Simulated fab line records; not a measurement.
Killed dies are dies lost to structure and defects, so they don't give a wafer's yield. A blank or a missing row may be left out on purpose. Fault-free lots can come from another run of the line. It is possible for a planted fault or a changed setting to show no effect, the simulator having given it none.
Which tool was responsible? | flow n5Finfet | 11 lots with 32 wafers sampled at 4 steps, on a route of 1938 steps

WHAT THE GAUGES SHOWED, per wafer
No reading from a measuring or inspecting step in the record can be judged against a usual standard deviation.

TOOL THAT RAN EACH LOT (tool first, then ch and the chambers of the sampled wafers, then the start)
lot  | N5_BEOL_M1_CVD_47               | N5_PASSIVATION_VIA_ETCH_13        | N5_PASSIVATION_AL_ETCH_33        | N5_PASSIVATION_PROBE_49
L911 | cvdCo-01 ch 2, day 6 04:46      | rieDiel-05 ch 1,3, day 12 17:57   | rieMetal-01 ch 0,1, day 12 19:21 | -
L912 | cvdCo-02 ch 0,1, day 6 17:14    | rieDiel-02 ch 0,1,3, day 13 08:03 | rieMetal-01 ch 0,1, day 13 09:26 | -
L915 | cvdCo-02 ch 0,1, day 7 14:29    | rieDiel-02 ch 1,2,3, day 13 09:31 | rieMetal-02 ch 0,1, day 13 13:30 | prober-02, day 13 18:36
L918 | cvdCo-02 ch 0,1,2, day 8 00:07  | rieDiel-02 ch 1,2,3, day 14 11:43 | rieMetal-03 ch 0,1, day 14 13:14 | prober-02, day 14 18:52
L927 | cvdCo-01 ch 0,1, day 10 22:34   | rieDiel-05 ch 2,3, day 16 18:47   | rieMetal-02 ch 0,1, day 16 20:26 | -
L929 | cvdCo-01 ch 0,1,2, day 11 02:02 | rieDiel-05 ch 1,3, day 17 09:29   | rieMetal-03 ch 0,1, day 17 11:51 | -
L930 | cvdCo-01 ch 0,2, day 11 09:35   | rieDiel-02 ch 0,2,3, day 16 19:14 | rieMetal-01 ch 0,1, day 16 21:18 | -
L931 | cvdCo-02 ch 0,1, day 11 15:41   | rieDiel-04 ch 0,3, day 17 20:42   | rieMetal-01 ch 0,1, day 17 22:22 | -
L932 | cvdCo-01 ch 1,2, day 11 19:29   | rieDiel-04 ch 0,3, day 18 03:07   | rieMetal-01 ch 0,1, day 18 04:50 | -
L933 | cvdCo-02 ch 1,2, day 12 00:49   | rieDiel-05 ch 1,2, day 18 10:14   | rieMetal-01 ch 0,1, day 18 12:32 | -
L934 | cvdCo-02 ch 0,1,2, day 12 08:55 | rieDiel-02 ch 1,2,3, day 18 15:22 | rieMetal-01 ch 0,1, day 18 17:07 | -
- N5_BEOL_M1_CVD_47: deposits Co from CCTBA/H2, target thk 3 nm, time 223.8 s.
- N5_PASSIVATION_VIA_ETCH_13: etches SiO2 in CHF3/O2, target depth 660 nm, time 330 s.
- N5_PASSIVATION_AL_ETCH_33: etches Al in Cl2/BCl3, stops on TaN, target depth 2800 nm, time 466.7 s.
- N5_PASSIVATION_PROBE_49

WHAT THE TOOLS THEMSELVES READ (means of the sampled wafers that have a number; where no wafer has one, the mark that the record gives instead)
N5_PASSIVATION_VIA_ETCH_13.
lot  | tool       | CHF3_flow_sccm (sccm) | O2_flow_sccm (sccm) | drypumpMotorCurrentA (A) | etchRfOnTimeS (s) | oes_f_703_au (a.u.) | oesProductAu (a.u.) | rfVppV (V) | showerheadPlenumPTorr (Torr) | throttleValvePct (%)
L911 | rieDiel-05 | 49.96                 | 4.998               | 5.6                      | 233               | 0.82                | 0.74                | 522        | 2.38                         | 18.84
L912 | rieDiel-02 | 49.85                 | 4.997               | 5.2                      | 241               | 0.80                | 0.74                | 526        | 2.50                         | 18.76
L915 | rieDiel-02 | 49.95                 | 5.002               | 5.2                      | 234               | 0.76                | 0.70                | 525        | 2.45                         | 18.84
L918 | rieDiel-02 | 49.92                 | 5.001               | 5.3                      | 241               | 0.75                | 0.68                | 524        | 2.44                         | 18.85
L927 | rieDiel-05 | 49.96                 | 4.993               | 5.6                      | 236               | 0.83                | 0.75                | 522        | 2.38                         | 18.82
L929 | rieDiel-05 | 50.09                 | 5.002               | 5.6                      | 232               | 0.79                | 0.71                | 523        | 2.37                         | 18.90
L930 | rieDiel-02 | 49.85                 | 5.013               | 5.4                      | 244               | 0.73                | 0.67                | 528        | 2.47                         | 18.84
L931 | rieDiel-04 | 49.92                 | 5.006               | 5.8                      | 243               | 0.74                | 0.66                | 524        | 2.41                         | 18.96
L932 | rieDiel-04 | 50.08                 | 5.005               | 5.8                      | 238               | 0.75                | 0.69                | 530        | 2.42                         | 19.02
L933 | rieDiel-05 | 49.89                 | 5.003               | 5.5                      | 234               | 0.74                | 0.68                | 520        | 2.41                         | 18.91
L934 | rieDiel-02 | 50.09                 | 5.006               | 5.2                      | 239               | 0.72                | 0.66                | 524        | 2.43                         | 18.89

N5_PASSIVATION_AL_ETCH_33.
lot  | tool        | bcl3FlowSccm (sccm) | drypumpMotorCurrentA (A) | oesProductAu (a.u.) | throttleValvePct (%)
L911 | rieMetal-01 | 60.07               | 5.8                      | 0.69                | 34.42
L912 | rieMetal-01 | 60.04               | 5.8                      | 0.68                | 34.44
L915 | rieMetal-02 | 60.13               | 5.5                      | 0.66                | 34.43
L918 | rieMetal-03 | 59.65               | 6.2                      | 0.70                | 34.30
L927 | rieMetal-02 | 59.91               | 5.5                      | 0.65                | 34.43
L929 | rieMetal-03 | 60.06               | 6.1                      | 0.69                | 34.29
L930 | rieMetal-01 | 59.93               | 5.8                      | 0.76                | 34.26
L931 | rieMetal-01 | 59.88               | 5.8                      | 0.74                | 34.27
L932 | rieMetal-01 | 60.02               | 6.0                      | 0.80                | 34.38
L933 | rieMetal-01 | 59.92               | 5.9                      | 0.77                | 34.31
L934 | rieMetal-01 | 60.13               | 6.0                      | 0.78                | 34.43

N5_PASSIVATION_PROBE_49.
lot  | tool      | defectLimitedYield (%) | killed_at_M0_to_M3 | killed_at_M4_up | killedAtContacts | killedAtFrontEnd | killedAtOther | killedDies | killedOnRim | killedOpen | killedShort | sort_bin_5_function (%) | sort_bin_6_memory (%) | sortNPass | sortYieldPct (%)
L915 | prober-02 | 86.7                   | 91                 | 11              | 12               | 40               | 3.0           | 156        | 24          | 67         | 39          | 8.4                     | 3.7                   | 1024      | 86.7
L918 | prober-02 | 90.1                   | 53                 | 16              | 17               | 28               | 2.3           | 117        | 20          | 71         | 22          | 5.7                     | 3.5                   | 1063      | 90.1

THE ANSWER, worked out from the rows above alone
Rule: the usual values come from the lots themselves. Put in order of their means at a reading, lots are off if they are a third of the lots or fewer, leave a main group of 4 or more, and stand apart from it by a gap of 3 or more times the standard deviation of the main group's means; of several such gaps the widest counts. A main group whose means are all the same, to the digits that the tables above print for the reading, isn't used. A lot without any number at a reading at which 4 lots or more have one is off too. All remaining lots with rows at the step are treated as sound. Order of review: gauges by route order, followed by the tools' own readings, for which a lot's mean as printed above is used. At the first step where some lot is off, the reading lying furthest off is the one used; lots without a number count as furthest.
None of the lots is off at any reading shown; this tells nothing.

WHAT THE SIMULATOR PUT IN
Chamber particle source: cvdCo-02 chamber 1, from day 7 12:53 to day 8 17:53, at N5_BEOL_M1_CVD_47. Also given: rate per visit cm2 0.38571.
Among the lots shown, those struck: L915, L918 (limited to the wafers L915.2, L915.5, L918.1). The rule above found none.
